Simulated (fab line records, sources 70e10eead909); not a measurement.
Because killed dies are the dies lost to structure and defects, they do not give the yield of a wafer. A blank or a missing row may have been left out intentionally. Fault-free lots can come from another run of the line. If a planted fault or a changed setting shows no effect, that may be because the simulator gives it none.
Struck lot and sound lot, side by side | flow nandHarc | 13 steps out of a route of 1302
Sound: the wafers L812.1, L812.5, L812.6. The struck wafers were L825.1, L825.3, L825.5. At the end, the cause is stated.
Per side, at each step with rows, come the tool, then ch with its chambers, and then its first start. Under that, the readings that differ: sound wafers | struck wafers | difference of the means | sigmas: that difference in standard deviations of wafers without a fault.
alike: readings whose means differ by less than 2 such deviations, and words and numbers that are the same on both sides. not compared: withheld readings, readings that some wafer has no value for, bounds like >300 that may hide the same value, and numbers for which the record gives no deviation and whose values overlap.
Wherever a step has rows on one side only, a row that says differs or no value, or a row with sigmas, the two part there. Numbers that don't overlap but have no deviation are shown without sigmas and don't part them. A reading missing from all wafers of one side parts the sides only when that side holds two or more wafers.

first, 1 step without rows for these wafers: NHARC_A_SLIT_SRD_20.
NHARC_A_SLIT_CD_MEAS_21:
  struck on cdSem-03, day 26 22:27; sound on cdSem-02, day 21 13:10
  alike: cdNm
then, 3 steps without rows for these wafers: NHARC_A_SIN_REMOVE_WET_00 (chemistry H3PO4, time 15300 s); NHARC_A_SIN_REMOVE_PRECLEAN_01 (cleans in SC1); NHARC_A_SIN_REMOVE_SRD_02.
NHARC_A_SIN_REMOVE_INSPECT_04:
  struck on defectInspect-01, day 27 05:05; sound on defectInspect-02, day 21 19:46
  alike: rawDefectCount
NHARC_A_WL_FILL_ALD_00: deposits Al2O3, target thk 3 nm, pulse time 3 s, ald cycles 30.
  sound on aldHk-04 ch 0,1,2, day 21 19:55; struck on aldHk-04 ch 0,2, day 27 05:09
  alike: heaterPowerW, precursorPulseHeightRel
NHARC_A_WL_FILL_RTA_01: time 5 s.
  sound on rtpAnneal-02 ch 0, day 21 20:06; struck on rtpAnneal-01 ch 0, day 27 05:35
reading             | sound                | struck               | difference | sigmas
lampPowerPct (%)    | 28 28 28             | 37 37 37             | +9         | +2
lamp_zone_4_pct (%) | 28 28 29             | 37 37 37             | +9         | +2
wafer_temp_C_max    | 1005.4 1006.6 1004.2 | 1003.3 1002.5 1002.7 | -2.6       | -3
NHARC_A_WL_FILL_ALD_02: deposits TiN, target thk 2 nm, pulse time 3 s, ald cycles 100.
  sound on aldMetal-01 ch 0,2,3, day 21 20:23; struck on aldMetal-02 ch 1,2, day 27 05:52
  alike: heaterPowerW, precursorPulseHeightRel
NHARC_A_WL_FILL_CVD_03: deposits W, target thk 40 nm, time 279 s.
  sound on cvdW-01 ch 0,1, day 21 20:49; struck on cvdW-01 ch 1, day 27 06:16
  alike: heaterPowerW, mfcWf6Sccm, throttleValvePct
NHARC_A_WL_FILL_ETCHBACK_04: etches the open film in NF3, target depth 60 nm, time 120 s.
  sound on rieMetal-03 ch 0,1, day 21 21:10; struck on rieMetal-02 ch 0,1, day 27 06:38
reading        | sound             | struck            | difference | sigmas
runLengthS (s) | 142.2 140.7 141.4 | 166.8 166.7 167.0 | +25.4      | +71
  alike: drypumpMotorCurrentA, oesProductAu
  not compared: rfHoursCounterH
NHARC_A_WL_FILL_ETCHBACK_05: etches the open film in Cl2/BCl3, target depth 22 nm, time 60 s.
  sound on rieMetal-03 ch 0,1, day 21 21:23; struck on rieMetal-02 ch 0,1, day 27 06:53
  alike: drypumpMotorCurrentA, oesProductAu, runLengthS
  not compared: rfHoursCounterH
-- break in the record here, with 4 days between the starts of the struck wafers on either side (left off in module A_WL_FILL, picked up again in module END, where the first step shown is number 1302 on the route) --
NHARC_END_SORT_01:
  sound on prober-01 ch 0, day 25 19:26; struck on prober-02 ch 0, day 31 14:13
  alike: killedAtArray, killedAtOther, killedAtPeriphery, killedDies, killedOpen, killedShort

## WHERE THEY PART
Earliest at NHARC_A_WL_FILL_RTA_01; latest, in this record, at NHARC_A_WL_FILL_ETCHBACK_04. Later steps at which nothing parts them and some readings are alike: NHARC_A_WL_FILL_ETCHBACK_05, NHARC_END_SORT_01.

WHY: what had been put in by the simulator
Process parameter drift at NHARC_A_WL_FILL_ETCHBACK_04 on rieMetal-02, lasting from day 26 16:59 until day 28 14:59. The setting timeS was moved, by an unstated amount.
